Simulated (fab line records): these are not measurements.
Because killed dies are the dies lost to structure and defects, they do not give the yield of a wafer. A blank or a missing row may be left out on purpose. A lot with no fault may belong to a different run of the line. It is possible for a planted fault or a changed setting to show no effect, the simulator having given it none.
Split-lot study + flow n5-finfet + 39 wafers read across 7 lots, on a route 1938 steps long

THE SPLIT ITSELF
At N5_BEOL_M5_DEP_56 (deposits SiCN from 3MS/NH3, target thk 8 nm, time 14 s), the setting target-thk-a was moved away from the recipe's 80 angstrom on 15 of the 39 wafers read, by -43.5% to +48.1%. All remaining wafers had this setting at the recipe value.

The split's own step is where the reading is taken.

THE READING
SiCN_of_BEOL_M5_DEP_56.thk-nm (the simulator's own value, which no gauge read), in nm, at N5_BEOL_M5_DEP_56 (deposits SiCN from 3MS/NH3, target thk 8 nm, time 14 s). The file gives no usual value for it. Across the 24 wafers here that went through the recipe, the average is 8.0 nm and the standard deviation 0.21 nm.

| wafer  | tool, chamber at the split | target-thk-a as run, angstrom | against the recipe | SiCN_of_BEOL_M5_DEP_56.thk-nm, nm | against lot-mates on the recipe |
|--------|----------------------------|-------------------------------|--------------------|-----------------------------------|---------------------------------|
| L081.1 | pecvd-04, 2,1              | 60.84                         | -23.9%             | 5.8                               | -1.9                            |
| L081.2 | pecvd-04, 2,1              | 60.84                         | -23.9%             | 5.8                               | -1.9                            |
| L081.3 | pecvd-04, 0                | 80                            | recipe             | 7.6                               | -                               |
| L081.4 | pecvd-04, 2                | 60.84                         | -23.9%             | 6                                 | -1.7                            |
| L081.5 | pecvd-04, 0,1              | 80                            | recipe             | 7.8                               | -                               |
| L081.6 | pecvd-04, 0,1              | 80                            | recipe             | 7.8                               | -                               |
| L083.2 | pecvd-04, 2                | 80                            | recipe             | 7.8                               | -                               |
| L083.5 | pecvd-04, 2,1              | 80                            | recipe             | 8                                 | -                               |
| L083.6 | pecvd-04, 2,1              | 80                            | recipe             | 8                                 | -                               |
| L085.1 | pecvd-01, 0                | 80                            | recipe             | 8                                 | -                               |
| L085.2 | pecvd-01, 2,1              | 80                            | recipe             | 8.2                               | -                               |
| L085.4 | pecvd-01, 2,1              | 80                            | recipe             | 8.2                               | -                               |
| L085.3 | pecvd-01, 1                | 118.5                         | +48.1%             | 11.8                              | +3.7                            |
| L085.5 | pecvd-01, 0,2              | 118.5                         | +48.1%             | 12                                | +3.9                            |
| L085.6 | pecvd-01, 0,2              | 118.5                         | +48.1%             | 12                                | +3.9                            |
| L092.1 | pecvd-01, 1                | 80                            | recipe             | 7.8                               | -                               |
| L092.2 | pecvd-01, 2                | 100.5                         | +25.6%             | 9.8                               | +2.0                            |
| L092.3 | pecvd-01, 0                | 80                            | recipe             | 7.6                               | -                               |
| L092.4 | pecvd-01, 2                | 80                            | recipe             | 8                                 | -                               |
| L092.5 | pecvd-01, 0,1              | 100.5                         | +25.6%             | 10                                | +2.2                            |
| L092.6 | pecvd-01, 0,1              | 100.5                         | +25.6%             | 10                                | +2.2                            |
| L091.1 | pecvd-02, 2,0              | 45.22                         | -43.5%             | 4.4                               | -3.6                            |
| L091.6 | pecvd-02, 2,0              | 45.22                         | -43.5%             | 4.4                               | -3.6                            |
| L091.2 | pecvd-02, 1,2,1            | 80                            | recipe             | 8                                 | -                               |
| L091.4 | pecvd-02, 1,2,1            | 80                            | recipe             | 8                                 | -                               |
| L091.5 | pecvd-02, 1,2,1            | 80                            | recipe             | 8                                 | -                               |
| L091.3 | pecvd-02, 0                | 45.22                         | -43.5%             | 4.6                               | -3.4                            |
| L093.1 | pecvd-01, 1                | 80                            | recipe             | 8                                 | -                               |
| L093.6 | pecvd-01, 1                | 80                            | recipe             | 8                                 | -                               |
| L093.2 | pecvd-01, 2,1              | 80                            | recipe             | 8.2                               | -                               |
| L093.4 | pecvd-01, 2,1              | 80                            | recipe             | 8.2                               | -                               |
| L093.3 | pecvd-01, 2                | 80                            | recipe             | 8.4                               | -                               |
| L093.5 | pecvd-01, 2                | 80                            | recipe             | 8.4                               | -                               |
| L096.1 | pecvd-01, 1                | 80                            | recipe             | 7.8                               | -                               |
| L096.3 | pecvd-01, 1                | 80                            | recipe             | 7.8                               | -                               |
| L096.2 | pecvd-01, 2,2,1            | 99.45                         | +24.3%             | 10                                | +2.1                            |
| L096.4 | pecvd-01, 2,2,1            | 99.45                         | +24.3%             | 10                                | +2.1                            |
| L096.6 | pecvd-01, 2,2,1            | 99.45                         | +24.3%             | 10                                | +2.1                            |
| L096.5 | pecvd-01, 2                | 80                            | recipe             | 8.2                               | -                               |
The file does not say which wafer passed through which chamber wherever a row lists several chambers: such a row stands for several wafers.

THE FIT
A straight line over all 39 wafers: SiCN_of_BEOL_M5_DEP_56.thk-nm changes by +0.0818 nm for each +1% of target-thk-a; r = +0.99; the points scatter about the line by 0.19 nm.
The same after taking each lot's own level away (the mean of its wafers on the recipe; 39 wafers): +0.0806 nm for each +1%; r = +1.00; scatter 0.13 nm.
That fit puts the effect of the largest move of target-thk-a on the reading at 3.9 nm.
Measured against the standard deviation above, the lots' own levels, which go from 7.73 to 8.20 nm, span 2.2 times it.
Consequently the slope shifts little with the lot-to-lot level, the two slopes agreeing.
Check: for one of the wafers moved furthest among these (+48.1%), held out of the fit, the line's prediction against its lot-mates is +3.93 nm. Against them it came out at +3.67 nm.

THE OTHER SPLITS THESE WAFERS WENT THROUGH
Other splits were also applied to these wafers ahead of the reading. Each is held against what the fit with the lots' levels taken away leaves over:
| other split on the same wafers           | wafers away from the commonest value | r with SiCN_of_BEOL_M5_DEP_56.thk-nm (lot level and that fit taken away) |
|------------------------------------------|--------------------------------------|--------------------------------------------------------------------------|
| N5_BEOL_M4_TRENCH_ETCH_37 target-depth-a | 12                                   | -0.08                                                                    |

FILE'S OWN FIT
SiCN_of_BEOL_M5_DEP_56.thk-nm changes by +0.0806 nm for each +1% of target-thk-a, r = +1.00.
